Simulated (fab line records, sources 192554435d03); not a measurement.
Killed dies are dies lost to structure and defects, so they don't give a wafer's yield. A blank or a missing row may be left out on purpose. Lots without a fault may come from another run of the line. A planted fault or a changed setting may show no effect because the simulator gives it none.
Chamber matching | flow n5_finfet | N5_BEOL_M2_ALD_98 on ald_sin-03: 4 sister chambers
The step deposits SiO2, target thk 2.5 nm, pulse time 1 s, co reactant pulse time 1 s. 8 wafers are shown with their chamber, then 11 later ones without.

WAFERS WITH THEIR CHAMBER
wafer  | chamber | heater_power_w (W) | precursor_pulse_height_rel
L082.6 | 3       | 72                 | 0.994
L084.5 | 2       | 90                 | 0.989
L084.6 | 1       | 83                 | 0.999
L086.1 | 1       | 83                 | 0.983
L089.2 | 2       | 89                 | 0.958
L089.3 | 0       | 67                 | 1.023
L089.6 | 0       | 67                 | 0.969
L090.1 | 3       | 71                 | 0.964

WAFERS WITHOUT THEIR CHAMBER
wafer  | heater_power_w (W) | precursor_pulse_height_rel
L090.2 | 83                 | 0.987
L090.3 | 68                 | 0.976
L094.1 | 81                 | 1.030
L094.2 | 74                 | 1.018
L094.5 | 67                 | 0.977
L095.2 | 83                 | 1.006
L095.3 | 91                 | 0.983
L095.5 | 68                 | 0.984
L096.2 | 75                 | 1.008
L096.4 | 90                 | 0.986
L096.6 | 73                 | 1.027

WHICH CHAMBER EACH WENT THROUGH
wafer  | from the rows above | in truth
L090.2 | 1                   | 1
L090.3 | 0                   | 0
L094.1 | 1                   | 1
L094.2 | 3                   | 3
L094.5 | 0                   | 0
L095.2 | 1                   | 1
L095.3 | 2                   | 2
L095.5 | 0                   | 0
L096.2 | 3                   | 3
L096.4 | 2                   | 2
L096.6 | 3                   | 3
Placed correctly: 11 of 11. Can't be placed from these rows: 0. Placed wrongly: 0.
How it was worked out, from the rows above alone: a wafer's distance from a chamber is the root of the sum, over the readings, of the square of ((its reading less the chamber's mean) divided by the reading's scatter). The wafer belongs to the nearest chamber; if the next one is less than 2 further off, it can't be placed. A chamber's mean is the mean of its shown wafers. The scatter: the root of (the sum of the squares of (reading less its chamber's mean) over the shown wafers, divided by (wafers less chambers)).
